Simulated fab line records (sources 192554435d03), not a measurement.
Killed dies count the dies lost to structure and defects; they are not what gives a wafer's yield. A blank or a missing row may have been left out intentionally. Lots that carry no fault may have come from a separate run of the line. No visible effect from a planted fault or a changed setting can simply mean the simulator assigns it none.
Matching of chambers / flow n5Finfet / 4 sister chambers for N5_BEOL_M0_ALD_136 on aldMetal-03
The step deposits TaN, pulse time 2 s, purge time 3 s, co reactant purge time 2 s. 30 wafers are shown with their chamber, then 12 later ones without.

EACH WAFER AND ITS CHAMBER
wafer=L074.1; chamber=0; heaterPowerW (W)=338; heaterPowerOuterW (W)=187; mfcCarrierSccm (sccm)=1498
wafer=L074.4; chamber=2; heaterPowerW (W)=406; heaterPowerOuterW (W)=219; mfcCarrierSccm (sccm)=1503
wafer=L074.6; chamber=2; heaterPowerW (W)=419; heaterPowerOuterW (W)=222; mfcCarrierSccm (sccm)=1496
wafer=L077.2; chamber=2; heaterPowerW (W)=411; heaterPowerOuterW (W)=228; mfcCarrierSccm (sccm)=1496
wafer=L077.3; chamber=1; heaterPowerW (W)=395; heaterPowerOuterW (W)=217; mfcCarrierSccm (sccm)=1507
wafer=L077.5; chamber=2; heaterPowerW (W)=425; heaterPowerOuterW (W)=219; mfcCarrierSccm (sccm)=1498
wafer=L079.3; chamber=0; heaterPowerW (W)=344; heaterPowerOuterW (W)=195; mfcCarrierSccm (sccm)=1500
wafer=L079.4; chamber=1; heaterPowerW (W)=401; heaterPowerOuterW (W)=221; mfcCarrierSccm (sccm)=1502
wafer=L079.5; chamber=1; heaterPowerW (W)=401; heaterPowerOuterW (W)=217; mfcCarrierSccm (sccm)=1499
wafer=L080.2; chamber=0; heaterPowerW (W)=335; heaterPowerOuterW (W)=191; mfcCarrierSccm (sccm)=1502
wafer=L080.3; chamber=3; heaterPowerW (W)=406; heaterPowerOuterW (W)=221; mfcCarrierSccm (sccm)=1498
wafer=L080.6; chamber=1; heaterPowerW (W)=398; heaterPowerOuterW (W)=216; mfcCarrierSccm (sccm)=1505
wafer=L081.2; chamber=2; heaterPowerW (W)=421; heaterPowerOuterW (W)=221; mfcCarrierSccm (sccm)=1508
wafer=L081.3; chamber=0; heaterPowerW (W)=335; heaterPowerOuterW (W)=194; mfcCarrierSccm (sccm)=1493
wafer=L081.4; chamber=1; heaterPowerW (W)=404; heaterPowerOuterW (W)=213; mfcCarrierSccm (sccm)=1502
wafer=L083.1; chamber=1; heaterPowerW (W)=384; heaterPowerOuterW (W)=216; mfcCarrierSccm (sccm)=1496
wafer=L083.5; chamber=3; heaterPowerW (W)=404; heaterPowerOuterW (W)=219; mfcCarrierSccm (sccm)=1502
wafer=L083.6; chamber=0; heaterPowerW (W)=332; heaterPowerOuterW (W)=192; mfcCarrierSccm (sccm)=1493
wafer=L086.1; chamber=3; heaterPowerW (W)=425; heaterPowerOuterW (W)=218; mfcCarrierSccm (sccm)=1498
wafer=L086.2; chamber=1; heaterPowerW (W)=405; heaterPowerOuterW (W)=213; mfcCarrierSccm (sccm)=1510
wafer=L086.4; chamber=0; heaterPowerW (W)=345; heaterPowerOuterW (W)=188; mfcCarrierSccm (sccm)=1502
wafer=L088.3; chamber=2; heaterPowerW (W)=428; heaterPowerOuterW (W)=225; mfcCarrierSccm (sccm)=1505
wafer=L088.4; chamber=3; heaterPowerW (W)=414; heaterPowerOuterW (W)=221; mfcCarrierSccm (sccm)=1503
wafer=L088.5; chamber=0; heaterPowerW (W)=337; heaterPowerOuterW (W)=193; mfcCarrierSccm (sccm)=1507
wafer=L090.1; chamber=0; heaterPowerW (W)=334; heaterPowerOuterW (W)=194; mfcCarrierSccm (sccm)=1495
wafer=L090.4; chamber=3; heaterPowerW (W)=406; heaterPowerOuterW (W)=214; mfcCarrierSccm (sccm)=1502
wafer=L090.5; chamber=1; heaterPowerW (W)=399; heaterPowerOuterW (W)=217; mfcCarrierSccm (sccm)=1504
wafer=L091.3; chamber=0; heaterPowerW (W)=342; heaterPowerOuterW (W)=192; mfcCarrierSccm (sccm)=1492
wafer=L091.4; chamber=3; heaterPowerW (W)=417; heaterPowerOuterW (W)=216; mfcCarrierSccm (sccm)=1492
wafer=L091.5; chamber=2; heaterPowerW (W)=415; heaterPowerOuterW (W)=218; mfcCarrierSccm (sccm)=1494

SIGNATURES (means of the wafers above)
reading=heaterPowerW; chamber 0=338.00; chamber 1=398.38; chamber 2=417.86; chamber 3=412.00; scatter within a chamber=6.72
reading=heaterPowerOuterW; chamber 0=191.78; chamber 1=216.25; chamber 2=221.71; chamber 3=218.17; scatter within a chamber=2.93
reading=mfcCarrierSccm; chamber 0=1498.00; chamber 1=1503.12; chamber 2=1500.00; chamber 3=1499.17; scatter within a chamber=4.82
Rule: a wafer's distance from a chamber is the root of the sum, over the readings, of the square of ((its reading less the chamber's mean) divided by the reading's scatter). The wafer belongs to the nearest chamber; if the next one is less than 2 further off, it can't be placed. The scatter: the root of (the sum of the squares of (reading less its chamber's mean) over the shown wafers, divided by (wafers less chambers)).

WAFERS WHOSE CHAMBER IS MISSING
wafer=L092.1; heaterPowerW (W)=403; heaterPowerOuterW (W)=214; mfcCarrierSccm (sccm)=1496
wafer=L092.2; heaterPowerW (W)=430; heaterPowerOuterW (W)=219; mfcCarrierSccm (sccm)=1492
wafer=L092.5; heaterPowerW (W)=410; heaterPowerOuterW (W)=210; mfcCarrierSccm (sccm)=1501
wafer=L093.3; heaterPowerW (W)=337; heaterPowerOuterW (W)=188; mfcCarrierSccm (sccm)=1489
wafer=L093.4; heaterPowerW (W)=416; heaterPowerOuterW (W)=224; mfcCarrierSccm (sccm)=1507
wafer=L093.6; heaterPowerW (W)=415; heaterPowerOuterW (W)=213; mfcCarrierSccm (sccm)=1501
wafer=L094.1; heaterPowerW (W)=342; heaterPowerOuterW (W)=191; mfcCarrierSccm (sccm)=1510
wafer=L094.4; heaterPowerW (W)=392; heaterPowerOuterW (W)=209; mfcCarrierSccm (sccm)=1505
wafer=L094.5; heaterPowerW (W)=395; heaterPowerOuterW (W)=213; mfcCarrierSccm (sccm)=1498
wafer=L096.3; heaterPowerW (W)=416; heaterPowerOuterW (W)=217; mfcCarrierSccm (sccm)=1501
wafer=L096.5; heaterPowerW (W)=421; heaterPowerOuterW (W)=224; mfcCarrierSccm (sccm)=1495
wafer=L096.6; heaterPowerW (W)=408; heaterPowerOuterW (W)=216; mfcCarrierSccm (sccm)=1500

CHAMBER TAKEN BY EACH
wafer=L092.1; from the rows above=can't be placed: 1 or 3 or 2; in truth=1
wafer=L092.2; from the rows above=can't be placed: 2 or 3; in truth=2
wafer=L092.5; from the rows above=can't be placed: 1 or 3 or 2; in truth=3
wafer=L093.3; from the rows above=0; in truth=0
wafer=L093.4; from the rows above=can't be placed: 2 or 3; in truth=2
wafer=L093.6; from the rows above=can't be placed: 3 or 1 or 2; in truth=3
wafer=L094.1; from the rows above=0; in truth=0
wafer=L094.4; from the rows above=can't be placed: 1 or 3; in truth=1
wafer=L094.5; from the rows above=can't be placed: 1 or 3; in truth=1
wafer=L096.3; from the rows above=can't be placed: 3 or 2 or 1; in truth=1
wafer=L096.5; from the rows above=can't be placed: 2 or 3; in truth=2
wafer=L096.6; from the rows above=can't be placed: 3 or 1 or 2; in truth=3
Correctly placed: 2 of 12. Not placeable from these rows: 10 (in 10, the candidates include the true chamber). Placed wrongly: 0.
